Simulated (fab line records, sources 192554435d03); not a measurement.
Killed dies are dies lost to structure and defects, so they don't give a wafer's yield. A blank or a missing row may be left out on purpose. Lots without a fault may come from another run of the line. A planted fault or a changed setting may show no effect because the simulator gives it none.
Chamber matching | flow n5_finfet | N5_BEOL_M12_ETCH_59 on rie_diel-01: 4 sister chambers
The step etches BARC in N2/H2, target depth 89 nm, overetch 26.7 nm, time 67.9 s. 42 wafers are shown with their chamber, then 12 later ones without.

WAFERS WITH THEIR CHAMBER
wafer  | chamber | throttle_valve_pct (%) | showerhead_plenum_p_Torr (Torr) | drypump_motor_current_A (A)
L077.2 | 1       | 18.0                   | 2.66                            | 5.55
L077.3 | 0       | 17.9                   | 2.45                            | 5.76
L077.5 | 3       | 17.6                   | 2.49                            | 5.86
L075.2 | 2       | 18.5                   | 2.53                            | 5.65
L075.3 | 0       | 17.9                   | 2.44                            | 5.72
L075.4 | 1       | 18.0                   | 2.66                            | 5.53
L076.2 | 3       | 17.6                   | 2.49                            | 5.86
L076.4 | 2       | 18.5                   | 2.52                            | 5.65
L076.6 | 2       | 18.5                   | 2.52                            | 5.65
L078.1 | 3       | 17.6                   | 2.49                            | 5.87
L078.2 | 1       | 18.0                   | 2.65                            | 5.55
L078.3 | 2       | 18.5                   | 2.52                            | 5.64
L078.4 | 0       | 17.9                   | 2.44                            | 5.74
L078.5 | 1       | 18.0                   | 2.65                            | 5.55
L078.6 | 0       | 17.9                   | 2.44                            | 5.78
L082.1 | 1       | 18.1                   | 2.65                            | 5.55
L082.2 | 2       | 18.5                   | 2.52                            | 5.64
L082.3 | 3       | 17.6                   | 2.48                            | 5.85
L082.4 | 0       | 17.9                   | 2.44                            | 5.74
L082.5 | 2       | 18.5                   | 2.52                            | 5.65
L082.6 | 3       | 17.6                   | 2.48                            | 5.85
L086.1 | 0       | 17.9                   | 2.44                            | 5.80
L086.2 | 1       | 18.1                   | 2.65                            | 5.55
L086.3 | 3       | 17.6                   | 2.48                            | 5.88
L086.4 | 2       | 18.5                   | 2.52                            | 5.65
L086.5 | 3       | 17.6                   | 2.48                            | 5.86
L086.6 | 2       | 18.5                   | 2.52                            | 5.63
L083.2 | 2       | 18.5                   | 2.52                            | 5.65
L083.3 | 1       | 18.1                   | 2.65                            | 5.53
L083.6 | 2       | 18.5                   | 2.52                            | 5.66
L090.3 | 1       | 18.1                   | 2.65                            | 5.57
L090.4 | 0       | 18.0                   | 2.43                            | 5.74
L090.6 | 2       | 18.5                   | 2.51                            | 5.66
L085.2 | 0       | 17.9                   | 2.43                            | 5.74
L085.3 | 2       | 18.5                   | 2.51                            | 5.66
L085.4 | 1       | 18.1                   | 2.64                            | 5.56
L087.1 | 0       | 18.0                   | 2.43                            | 5.76
L087.2 | 3       | 17.6                   | 2.47                            | 5.84
L087.3 | 1       | 18.1                   | 2.64                            | 5.55
L087.4 | 0       | 18.0                   | 2.43                            | 5.73
L087.5 | 3       | 17.6                   | 2.47                            | 5.84
L087.6 | 1       | 18.1                   | 2.64                            | 5.55

SIGNATURES (means of the wafers above)
reading                  | chamber 0 | chamber 1 | chamber 2 | chamber 3 | scatter within a chamber
throttle_valve_pct       | 17.930    | 18.064    | 18.500    | 17.600    | 0.035
showerhead_plenum_p_Torr | 2.4370    | 2.6491    | 2.5192    | 2.4811    | 0.00665
drypump_motor_current_A  | 5.7510    | 5.5491    | 5.6492    | 5.8567    | 0.0153
Rule: a wafer's distance from a chamber is the root of the sum, over the readings, of the square of ((its reading less the chamber's mean) divided by the reading's scatter). The wafer belongs to the nearest chamber; if the next one is less than 2 further off, it can't be placed. The scatter: the root of (the sum of the squares of (reading less its chamber's mean) over the shown wafers, divided by (wafers less chambers)).

WAFERS WITHOUT THEIR CHAMBER
wafer  | throttle_valve_pct (%) | showerhead_plenum_p_Torr (Torr) | drypump_motor_current_A (A)
L088.2 | 17.6                   | 2.47                            | 5.84
L088.5 | 17.9                   | 2.43                            | 5.76
L088.6 | 18.1                   | 2.64                            | 5.55
L092.1 | 17.6                   | 2.47                            | 5.84
L092.2 | 18.0                   | 2.43                            | 5.76
L092.3 | 18.1                   | 2.64                            | 5.56
L092.4 | 18.0                   | 2.43                            | 5.72
L092.5 | 17.6                   | 2.47                            | 5.86
L092.6 | 18.1                   | 2.64                            | 5.59
L095.1 | 18.1                   | 2.51                            | 5.65
L095.2 | 17.7                   | 2.47                            | 5.89
L095.6 | 18.1                   | 2.51                            | 5.66

WHICH CHAMBER EACH WENT THROUGH
wafer  | from the rows above     | in truth
L088.2 | 3                       | 3
L088.5 | 0                       | 0
L088.6 | 1                       | 1
L092.1 | 3                       | 3
L092.2 | 0                       | 0
L092.3 | 1                       | 1
L092.4 | 0                       | 0
L092.5 | 3                       | 3
L092.6 | 1                       | 1
L095.1 | 2                       | 2
L095.2 | 3                       | 3
L095.6 | can't be placed: 2 or 0 | 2
Placed correctly: 11 of 12. Can't be placed from these rows: 1 (the true chamber is among the candidates in 1). Placed wrongly: 0.
